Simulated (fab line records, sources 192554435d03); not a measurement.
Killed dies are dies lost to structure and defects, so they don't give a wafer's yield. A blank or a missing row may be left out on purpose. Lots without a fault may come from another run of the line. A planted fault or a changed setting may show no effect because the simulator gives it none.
Chamber matching | flow n5_finfet | N5_GATE_CUT_ALD_22 on ald_sin-02: 4 sister chambers
The step deposits SiNx, target thk 16 nm, pulse time 1 s, ald cycles 320. 4 wafers are shown with their chamber, then 10 later ones without.

WAFERS WITH THEIR CHAMBER
wafer  | chamber | heater_power_w (W)
L084.2 | 2       | 931
L085.2 | 3       | 955
L091.1 | 0       | 971
L091.2 | 1       | 827

WAFERS WITHOUT THEIR CHAMBER
wafer  | heater_power_w (W)
L091.3 | 947
L092.1 | 978
L092.4 | 902
L092.6 | 965
L095.3 | 958
L095.5 | 962
L095.6 | 945
L097.2 | 974
L097.3 | 950
L097.5 | 989

WHICH CHAMBER EACH WENT THROUGH
wafer  | from the rows above          | in truth
L091.3 | can't be placed: 3 or 2 or 0 | 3
L092.1 | can't be placed: 0 or 3      | 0
L092.4 | can't be placed: 2 or 3      | 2
L092.6 | can't be placed: 0 or 3      | 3
L095.3 | can't be placed: 3 or 0 or 2 | 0
L095.5 | can't be placed: 3 or 0 or 2 | 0
L095.6 | can't be placed: 3 or 2 or 0 | 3
L097.2 | can't be placed: 0 or 3      | 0
L097.3 | can't be placed: 3 or 2 or 0 | 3
L097.5 | can't be placed: 0 or 3      | 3
Placed correctly: 0 of 10. Can't be placed from these rows: 10 (the true chamber is among the candidates in 10). Placed wrongly: 0.
How it was worked out, from the rows above alone: a wafer's distance from a chamber is the root of the sum, over the readings, of the square of ((its reading less the chamber's mean) divided by the reading's scatter). The wafer belongs to the nearest chamber; if the next one is less than 2 further off, it can't be placed. A chamber's mean is the mean of its shown wafers. The scatter: with one shown wafer a chamber, the root of the mean of the squares of how far each hidden wafer lies from its nearest shown one.
